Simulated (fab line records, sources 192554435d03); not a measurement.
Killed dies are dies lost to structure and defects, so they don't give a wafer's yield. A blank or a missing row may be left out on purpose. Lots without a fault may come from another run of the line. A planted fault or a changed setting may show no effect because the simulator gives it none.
Split-lot experiment | flow n5_finfet | 7 lots, 21 wafers read, on a route of 1938 steps

THE SPLIT
At N5_BEOL_M8_TRENCH_ETCH_37 (etches SiCOH lowk in C4F6/O2, target depth 93.478 nm, time 31.2 s), the setting source_w was moved away from the recipe's 345 W on 5 of the 21 wafers read, by -15.2% to +9.2%. The other wafers ran this setting at the recipe's value.

The reading is taken at the split's own step.

THE READING
BEOL_M8.feature_depth_nm (the simulator's own value, which no gauge read), in nm, at N5_BEOL_M8_TRENCH_ETCH_37 (etches SiCOH lowk in C4F6/O2, target depth 93.478 nm, time 31.2 s). The file gives no usual value for it. The 16 wafers here that ran the recipe average 94.0 nm, standard deviation 2 nm.

wafer  | tool, chamber at the split | source_w as run, W | against the recipe | BEOL_M8.feature_depth_nm, nm | against lot-mates on the recipe
L074.2 | rie_diel-04, 0             | 345                | recipe             | 96.4                         | -
L074.3 | rie_diel-04, 3             | 345                | recipe             | 96.2                         | -
L074.5 | rie_diel-04, 2             | 345                | recipe             | 93.6                         | -
L076.3 | rie_diel-02, 0             | 376.7              | +9.2%              | 97.6                         | +3.6
L076.4 | rie_diel-02, 3             | 376.7              | +9.2%              | 96.8                         | +2.8
L076.6 | rie_diel-02, 3             | 345                | recipe             | 94                           | -
L080.2 | rie_diel-03, 3             | 345                | recipe             | 92.4                         | -
L080.4 | rie_diel-03, 3             | 345                | recipe             | 92                           | -
L080.6 | rie_diel-03, 2             | 345                | recipe             | 89.8                         | -
L082.1 | rie_diel-02, 1,3           | 345                | recipe             | 93.8                         | -
L082.2 | rie_diel-02, 1,3           | 345                | recipe             | 93.8                         | -
L082.5 | rie_diel-02, 2             | 375.1              | +8.7%              | 102                          | +8.2
L083.2 | rie_diel-02, 3             | 345                | recipe             | 94                           | -
L083.4 | rie_diel-02, 1             | 292.4              | -15.2%             | 88.8                         | -7.8
L083.6 | rie_diel-02, 2             | 345                | recipe             | 99.2                         | -
L089.3 | rie_diel-04, 0             | 345                | recipe             | 94.2                         | -
L089.4 | rie_diel-04, 0             | 345                | recipe             | 94.4                         | -
L089.5 | rie_diel-04, 1             | 345                | recipe             | 94.8                         | -
L087.2 | rie_diel-03, 1             | 328.8              | -4.7%              | 89                           | -3.7
L087.4 | rie_diel-03, 3             | 345                | recipe             | 93.2                         | -
L087.6 | rie_diel-03, 2             | 345                | recipe             | 92.2                         | -
Where a row lists several chambers, the file gives one row for several wafers and doesn't say which wafer went through which chamber.

THE FIT
A straight line over all 21 wafers: BEOL_M8.feature_depth_nm changes by +0.463 nm for each +1% of source_w; r = +0.72; the points scatter about the line by 2.3 nm.
The same after taking each lot's own level away (the mean of its wafers on the recipe; 21 wafers): +0.534 nm for each +1%; r = +0.88; scatter 1.5 nm.
On that fit, the largest move of source_w shifts the reading by 8.1 nm.
The lots' own levels span 91.40 to 96.60 nm, that is 2.5 times the standard deviation above.
So the lot-to-lot level blurs the effect unless lot-mates are compared.
Check: with one of the wafers moved furthest among these (-15.2%) left out of the fit, the line predicts -8.62 nm for it against its lot-mates. It came out at -7.8 nm against them.

OTHER SPLITS ON THESE WAFERS
These wafers also went through other splits before the reading. Each is held against what the fit with the lots' levels taken away leaves over:
other split on the same wafers   | wafers away from the commonest value | r with BEOL_M8.feature_depth_nm (lot level and that fit taken away)
N5_BEOL_M1_ETCH_70 time_s        | 7                                    | -0.16
N5_BEOL_M1_TRENCH_ETCH_37 time_s | 8                                    | +0.01
N5_BEOL_M2_TRENCH_ETCH_37 bias_w | 9                                    | +0.00
N5_BEOL_M3_ETCH_64 bias_w        | 4                                    | +0.25
N5_BEOL_M4_DESCUM_33 time_s      | 8                                    | -0.14
N5_BEOL_M5_COAT_05 spin_rpm      | 10                                   | +0.37
N5_BEOL_M6_ETCH_61 bias_w        | 6                                    | +0.25
N5_BEOL_M8_DESCUM_33 time_s      | 8                                    | +0.32

THE FILE'S OWN FIT
BEOL_M8.feature_depth_nm changes by +0.572 nm for each +1% of source_w, r = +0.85.
